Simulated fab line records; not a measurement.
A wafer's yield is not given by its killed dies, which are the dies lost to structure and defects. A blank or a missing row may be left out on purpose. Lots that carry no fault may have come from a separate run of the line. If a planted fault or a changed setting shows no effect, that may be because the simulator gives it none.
Which tool is to blame? / flow nand-harc / 6 lots (18 wafers sampled), 1 step of a 1159-step route

## WHAT THE GAUGES READ, wafer by wafer
NHARC_A_BONDPAD_THK_MEAS_30: measures by ellipsometry.
lot=L611; measured=day 18 09:18; on=film-metro-02; thk-nm (nm)=202.0 200.9 202.0
lot=L610; measured=day 18 10:15; on=film-metro-01; thk-nm (nm)=201.7 197.3 202.2
lot=L612; measured=day 19 13:59; on=film-metro-01; thk-nm (nm)=203.1 201.8 199.9
lot=L616; measured=day 19 21:35; on=film-metro-01; thk-nm (nm)=200.0 200.8 201.1
lot=L618; measured=day 20 11:04; on=film-metro-01; thk-nm (nm)=198.6 200.6 198.7
lot=L620; measured=day 21 03:31; on=film-metro-01; thk-nm (nm)=200.0 199.4 201.1

## WHAT TOOL EACH LOT RAN ON (gives the tool, then ch and the chambers of the sampled wafers, and finally the start)
Record: no process step prior to these readings.

## THE ANSWER, worked out from the rows above alone
Rule: the usual values come from the lots themselves. The widest of any qualifying gaps counts: lots, ordered by their means at a reading, are off when they make up no more than a third of the lots, leave a main group of 4 or more, and stand apart from it by 3 or more times the standard deviation of that group's means. If all means in a main group match to the digits the tables above print for the reading, that group is not used. A lot without any number at a reading at which 4 lots or more have one is off too. The other lots that the step has rows for count as sound.
Across all readings shown, no lot is off: no conclusion can be drawn from this.

## WHAT WAS PUT IN BY THE SIMULATOR
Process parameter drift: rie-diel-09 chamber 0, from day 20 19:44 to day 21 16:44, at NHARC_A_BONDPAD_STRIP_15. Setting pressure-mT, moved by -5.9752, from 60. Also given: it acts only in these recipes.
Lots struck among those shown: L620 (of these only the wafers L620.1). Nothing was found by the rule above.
